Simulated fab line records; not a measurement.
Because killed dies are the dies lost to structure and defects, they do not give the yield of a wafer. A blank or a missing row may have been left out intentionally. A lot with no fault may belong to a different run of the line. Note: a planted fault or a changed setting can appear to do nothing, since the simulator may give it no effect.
Which tool was responsible?	flow nand-harc	15 lots with 45 wafers sampled at 4 steps, on a route of 1302 steps

WHAT EACH GAUGE READ, for each wafer
No reading from a measuring or inspecting step in the record can be judged against a usual standard deviation.

TOOL THAT RAN EACH LOT (tool first, then ch and the chambers of the sampled wafers, then the start)
lot	NHARC_A_CHANNEL_HOLE_D1_ETCH_34	NHARC_A_CHANNEL_HOLE_D1_ETCH_21	NHARC_A_CHANNEL_FILL_D1_ANNEAL_17	NHARC_A_CHANNEL_FILL_D1_ALD_25
L489	rie-diel-12 ch 1,2,3, day 8 15:32 or earlier	har-etch-01 ch 0,1, day 8 15:32	furnace-05 ch 0, day 9 15:03	ald-hk-01 ch 0,1, day 10 12:16
L491	rie-diel-12 ch 0,1,3, day 9 13:33 or earlier	har-etch-02 ch 0,1, day 9 13:33	furnace-05 ch 0, day 10 11:55	ald-hk-03 ch 0,1,2, day 11 09:52
L492	rie-diel-12 ch 0,1,2, day 9 17:40 or earlier	har-etch-02 ch 0,1, day 9 17:40	furnace-02 ch 0, day 10 15:57	ald-hk-01 ch 0,2,3, day 11 13:58
L494	rie-diel-12 ch 1,2,3, day 10 15:12 or earlier	har-etch-02 ch 0, day 10 15:12	furnace-07 ch 0, day 11 18:24	ald-hk-03 ch 0,1, day 12 16:23
L495	rie-diel-12 ch 0,1, day 11 01:34 or earlier	har-etch-01 ch 0,1, day 11 01:34	furnace-05 ch 0, day 11 23:47	ald-hk-04 ch 0,1,3, day 12 20:55
L496	rie-diel-05 ch 1,3, day 11 07:23 or earlier	har-etch-01 ch 0,1, day 11 07:23	furnace-02 ch 0, day 12 06:55	ald-hk-01 ch 1,2, day 13 03:36
L498	rie-diel-12 ch 1,2,3, day 12 04:51 or earlier	har-etch-02 ch 0,1, day 12 04:51	furnace-02 ch 0, day 13 01:44	ald-hk-03 ch 1,2,3, day 14 00:14
L499	rie-diel-12 ch 0,2, day 12 20:58 or earlier	har-etch-02 ch 0,1, day 12 20:58	furnace-05, day 13 18:32	ald-hk-03 ch 0,3, day 14 15:34
L501	rie-diel-12 ch 0,1,2, day 13 09:34 or earlier	har-etch-01 ch 0,1, day 13 09:34	furnace-02, day 14 06:34	ald-hk-01 ch 0,1,3, day 15 03:17
L500	rie-diel-05 ch 0,2, day 13 10:17 or earlier	har-etch-02 ch 1, day 13 10:17	furnace-02, day 14 06:34	ald-hk-03 ch 1,2, day 15 03:17
L508	rie-diel-01 ch 0,1,2, day 17 02:31 or earlier	har-etch-01 ch 0,1, day 17 02:31	furnace-02 ch 0, day 18 02:28	ald-hk-04 ch 2,3, day 19 00:48
L510	rie-diel-12 ch 0,2, day 17 06:37 or earlier	har-etch-01 ch 0,1, day 17 06:37	furnace-02 ch 0, day 18 02:28	ald-hk-03 ch 1,2,3, day 19 01:59
L509	rie-diel-12 ch 2,3, day 17 10:30 or earlier	har-etch-02 ch 1, day 17 10:30	furnace-02 ch 0, day 18 02:28	ald-hk-01 ch 2,3, day 19 01:01
L511	rie-diel-05 ch 1,3, day 17 12:31 or earlier	har-etch-01 ch 0,1, day 17 12:31	furnace-02 ch 0, day 18 09:25	ald-hk-03 ch 0,2, day 19 06:46
L512	rie-diel-12 ch 0,1,3, day 18 11:25 or earlier	har-etch-02 ch 0,1, day 18 11:25	furnace-05 ch 0, day 19 09:22	ald-hk-04 ch 0,1,2, day 20 05:51
- NHARC_A_CHANNEL_HOLE_D1_ETCH_34: etches the open film in CF4/CHF3, target depth 154 nm, time 77 s.
- NHARC_A_CHANNEL_HOLE_D1_ETCH_21: etches the open film in C4F8/O2/Ar, time 514.3 s, target depth 1600 nm.
- NHARC_A_CHANNEL_FILL_D1_ANNEAL_17: time 1800 s.
- NHARC_A_CHANNEL_FILL_D1_ALD_25: deposits SiOx, target thk 60 nm, pulse time 10 s, ald cycles 600.

AS READ BY THE TOOLS THEMSELVES (means over the sampled wafers that have a number; for cases with no such wafer, the mark the record gives instead)
NHARC_A_CHANNEL_HOLE_D1_ETCH_34. Usual: cf4-flow-sccm 100.0 sccm (standard deviation 0.32); chf3-flow-sccm 30.00 sccm (standard deviation 0.093); drypump-motor-current-A 5.8 A (standard deviation 0.5); oes-product-au 0.943 a.u. (standard deviation 0.025); rf-vpp-V 370.5 V (standard deviation 1.7); showerhead-plenum-p-Torr 1.57 Torr (standard deviation 0.048); throttle-valve-pct 16.802 % (standard deviation 0.0081).
lot	tool	cf4-flow-sccm (sccm)	chf3-flow-sccm (sccm)	drypump-motor-current-A (A)	oes-product-au (a.u.)	rf-vpp-V (V)	showerhead-plenum-p-Torr (Torr)	throttle-valve-pct (%)	flag
L489	rie-diel-12	100.1	30.03	5.6	0.921	369.4	1.54	16.799	
L491	rie-diel-12	99.9	29.99	5.9	0.920	370.5	1.57	16.802	
L492	rie-diel-12	99.8	29.95	5.8	0.957	371.1	1.58	16.797	
L494	rie-diel-12	100.1	29.93	5.6	0.918	369.4	1.54	16.807	
L495	rie-diel-12	100.1	29.96	6.0	0.957	372.0	1.61	16.807	
L496	rie-diel-05	100.0	30.07	5.8	0.967	368.0	1.51	16.802	
L498	rie-diel-12	99.7	30.00	5.6	0.971	370.0	1.54	16.802	
L499	rie-diel-12	99.9	30.02	6.0	0.972	370.5	1.57	16.804	
L501	rie-diel-12	100.3	29.93	5.8	0.976	370.6	1.58	16.802	
L500	rie-diel-05	99.7	30.13	5.2	0.966	373.1	1.63	16.797	
L508	rie-diel-01	100.0	29.94	5.7	0.924	372.0	1.62	16.808	
L510	rie-diel-12	99.8	29.99	6.0	0.915	370.0	1.57	16.803	
L509	rie-diel-12	99.9	30.00	6.0	0.942	368.8	1.53	16.799	
L511	rie-diel-05	99.9	29.95	5.8	0.922	368.3	1.50	16.800	
L512	rie-diel-12	99.8	30.01	5.9	0.920	369.3	1.57	16.806	

NHARC_A_CHANNEL_HOLE_D1_ETCH_21. Usual: drypump-motor-current-A 5.8 A, standard deviation 0.68; oes-air-line-au 1.000 a.u., standard deviation 0.022; showerhead-plenum-p-Torr 3.70 Torr, standard deviation 0.14; throttle-valve-pct 32.155 %, standard deviation 0.0087.
lot	tool	drypump-motor-current-A (A)	oes-air-line-au (a.u.)	showerhead-plenum-p-Torr (Torr)	throttle-valve-pct (%)	flag
L489	har-etch-01	5.0	1.012	3.78	32.150	
L491	har-etch-02	6.3	0.981	3.67	32.158	
L492	har-etch-02	6.5	0.995	3.57	32.158	
L494	har-etch-02	6.7	1.018	3.46	32.161	
L495	har-etch-01	5.1	0.992	3.76	32.162	
L496	har-etch-01	5.1	0.994	3.76	32.156	
L498	har-etch-02	6.3	0.979	3.65	32.159	
L499	har-etch-02	6.5	1.018	3.55	32.160	
L501	har-etch-01	5.2	1.019	3.80	32.152	
L500	har-etch-02	6.1	0.983	3.74	32.157	
L508	har-etch-01	5.2	1.010	3.77	32.147	
L510	har-etch-01	5.2	0.979	3.76	32.152	
L509	har-etch-02	6.1	0.975	3.71	32.145	
L511	har-etch-01	5.1	0.986	3.71	32.159	
L512	har-etch-02	6.5	1.003	3.85	32.154	

NHARC_A_CHANNEL_FILL_D1_ANNEAL_17. Usual: spike-tc-bottom-C 869.3 C, standard deviation 2.9; spike-tc-centre-C 850.6 C, standard deviation 1.1; zone-power-upper-pct 16.2 %, standard deviation 0.62.
lot	tool	spike-tc-bottom-C (C)	spike-tc-centre-C (C)	zone-power-upper-pct (%)	flag
L489	furnace-05	872.6	851.6	17.0	
L491	furnace-05	874.4	850.8	16.8	
L492	furnace-02	867.8	850.5	16.1	
L494	furnace-07	868.6	850.7	14.6	
L495	furnace-05	873.4	851.6	16.9	
L496	furnace-02	867.2	851.2	16.0	
L498	furnace-02	867.0	850.7	16.0	
L499	furnace-05	-	-	-	OFF
L501	furnace-02	-	-	-	OFF
L500	furnace-02	-	-	-	OFF
L508	furnace-02	868.0	850.7	16.0	
L510	furnace-02	868.0	850.3	16.0	
L509	furnace-02	867.8	850.7	16.0	
L511	furnace-02	867.6	851.9	16.1	
L512	furnace-05	874.0	850.7	16.9	

NHARC_A_CHANNEL_FILL_D1_ALD_25. Usual: heater-power-w 500 W, standard deviation 44; precursor-pulse-height-rel 0.998, standard deviation 0.018.
lot	tool	heater-power-w (W)	precursor-pulse-height-rel	flag
L489	ald-hk-01	475	0.988	
L491	ald-hk-03	487	0.995	
L492	ald-hk-01	497	0.993	
L494	ald-hk-03	499	0.991	
L495	ald-hk-04	492	1.000	
L496	ald-hk-01	503	0.996	
L498	ald-hk-03	519	0.999	
L499	ald-hk-03	546	1.007	
L501	ald-hk-01	466	1.018	
L500	ald-hk-03	484	0.998	
L508	ald-hk-04	513	1.007	
L510	ald-hk-03	516	0.988	
L509	ald-hk-01	538	1.000	
L511	ald-hk-03	481	1.004	
L512	ald-hk-04	484	1.004	

THE ANSWER, worked out from the rows above alone
Rule: lot off if the mean of its wafers having a number is beyond 3 standard deviations from the usual mean. A lot without any number at a reading at which 4 lots or more have one is off too. Where the step has rows for the other lots, those lots are counted as sound. First the gauges in route order, then the tools' own readings, where a lot's mean is used as printed above. At the first step where some lot is off, the reading lying furthest off is the one used; lots without a number count as furthest.
Off at NHARC_A_CHANNEL_FILL_D1_ANNEAL_17 (spike-tc-bottom-C): L499, L501, L500. Without a number there: L499, L501, L500.
If a tool, at that step or one of the process steps before it, ran each lot that is off and ran no sound lot following the first of them, it fits. NHARC_A_CHANNEL_HOLE_D1_ETCH_34 gives no start for some lots, so the hours and the order of its lots are those of NHARC_A_CHANNEL_HOLE_D1_ETCH_21. Not one of the candidates tried fits.

WHAT THE SIMULATOR HAD PUT IN
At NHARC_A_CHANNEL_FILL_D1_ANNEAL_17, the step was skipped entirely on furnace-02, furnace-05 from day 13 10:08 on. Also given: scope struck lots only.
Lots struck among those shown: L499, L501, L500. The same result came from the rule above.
